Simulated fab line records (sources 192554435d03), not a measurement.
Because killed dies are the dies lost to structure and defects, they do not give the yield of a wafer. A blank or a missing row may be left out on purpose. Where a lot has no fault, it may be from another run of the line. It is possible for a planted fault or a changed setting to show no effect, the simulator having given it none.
Comparing a struck lot with a sound one / flow n5_finfet / 16 steps out of a route of 1938
Sound: the wafers L311.1, L311.2, L311.4. Wafers L317.3, L317.4 were the ones struck. The cause is given at the end.
For every step that has rows: the tool of each side, followed by ch and its chambers, followed by its first start. Under that, the readings that differ: sound wafers / struck wafers / difference of the means / sigmas: that difference in standard deviations of wafers without a fault.
alike: readings with means less than 2 such deviations apart, plus words and numbers identical on both sides. not compared: withheld readings, readings lacking a value on some wafer, bounds such as >300 that could conceal the same value, and numbers that have no deviation in the record and whose values overlap.
The two part at a step that has a row with sigmas, a row that says differs or no value, or rows on one side only. Non-overlapping numbers with no deviation appear without sigmas and do not part them. A reading that every wafer of one side lacks parts them only if that side has two wafers or more.

first, 1 step without rows for these wafers: N5_SD_EPI_N_STRIP_47 (strips in CHF3/O2).
N5_SD_EPI_N_SD_RECESS_17: chemistry HBr/Cl2/O2, target depth 41 nm, time 23.7 s, bt time 3 s.
  sound on rie_si-05 ch 0,3, day 3 21:22; struck on rie_si-03 ch 2, day 5 08:01
reading=drypump_motor_current_A (A); sound=5.6 6.2 5.6; struck=6.6 6.6; difference=+0.8; sigmas=+2
  alike: O2_flow_sccm, bias_w, oes_o_777_au, oes_product_au, rf_fwd_power_W, throttle_valve_pct
  not compared: rf_hours_counter_h
N5_SD_EPI_N_STRIP_38: strips in N2/H2.
  sound on plasma_asher-01 ch 0,1, day 3 21:27; struck on plasma_asher-02 ch 0,1, day 5 08:07
  alike: drypump_motor_current_A, heater_power_w, oes_product_au
  not compared: rf_hours_counter_h
then, 4 steps without rows for these wafers: N5_SD_EPI_N_WET_ETCH_43 (etches SiO2 in dHF, time 14 s, target depth 1.5 nm); N5_SD_EPI_N_STRIP_18 (strips in SPM, time 750 s); N5_SD_EPI_N_SRD_20 (time 30 s); N5_SD_EPI_N_PRECLEAN_48 (cleans in NF3:NH3, afs cycles 2, time 20 s, sublimation time 60 s).
N5_SD_EPI_N_VAPOR_ETCH_50: etches Si in HCl, time 54 s.
  sound on epi_rpcvd-03 ch 0, day 3 22:24; struck on epi_rpcvd-02 ch 0, day 5 08:53
  alike: throttle_valve_pct
then, 1 step without rows for these wafers: N5_SD_EPI_N_EPI_21 (deposits Si:P, time 690 s).
N5_SD_EPI_N_EPI_MEAS_23:
  sound on film_metro-02, day 4 00:17; struck on film_metro-02, day 5 10:43
  alike: thk_nm
then, 2 steps without rows for these wafers: N5_SD_EPI_N_PRECLEAN_24 (cleans in O3/DIW, time 60 s); N5_SD_EPI_N_SRD_25 (time 30 s).
N5_SD_EPI_N_PRECLEAN_49: cleans in NF3:NH3, afs cycles 1, time 20 s, sublimation time 60 s.
  sound on remote_plasma-01 ch 1, day 4 00:24; struck on remote_plasma-01 ch 1, day 5 10:53
reading=temp_c (C); sound=29.82 29.95 29.91; struck=29.52 29.41; difference=-0.43; sigmas=-4
N5_SD_EPI_N_LINER_46: material SiNx, target thk 3 nm.
  sound on ald_sin-04 ch 2,3, day 4 00:48; struck on ald_sin-02 ch 0,3, day 5 11:15
  alike: heater_power_w
  not compared: since_wet_clean_h
-- a jump in the record: the struck wafers' starts before and after are 5 days apart (it breaks off in module SD_EPI_N and resumes in module BEOL_M4, where the first step shown is number 1111 of the route) --
N5_BEOL_M4_RC_MEAS_101:
  sound on prober-01 ch 0, day 8 23:10; struck on prober-02 ch 0, day 10 02:32
  alike: DIBL_N, DIBL_P, IOFF_N, IOFF_P, ION_N, ION_P, SS_N, SS_P, VT_N, VT_P
-- record jumps: 5 days separate the struck wafers' starts on either side; left off in module BEOL_M4, taken up again in module PASSIVATION, whose first shown step is the route's number 1936 --
N5_PASSIVATION_PROBE_49:
  sound on prober-01, day 13 06:46; struck on prober-01, day 14 21:02
  alike: defect_limited_yield, killed_at_M0_to_M3, killed_at_M4_up, killed_at_contacts, killed_at_front_end, killed_at_other, killed_dies, killed_on_rim, killed_open, killed_short, sort_bin_5_function, sort_bin_6_memory, sort_n_pass, sort_yield_pct

## WHERE THEY PART
Last at N5_SD_EPI_N_PRECLEAN_49 as far as this record goes, first at N5_SD_EPI_N_SD_RECESS_17. Later steps at which nothing parts them and some readings are alike: N5_SD_EPI_N_LINER_46, N5_BEOL_M4_RC_MEAS_101, N5_PASSIVATION_PROBE_49.

WHY: what the simulator had put in
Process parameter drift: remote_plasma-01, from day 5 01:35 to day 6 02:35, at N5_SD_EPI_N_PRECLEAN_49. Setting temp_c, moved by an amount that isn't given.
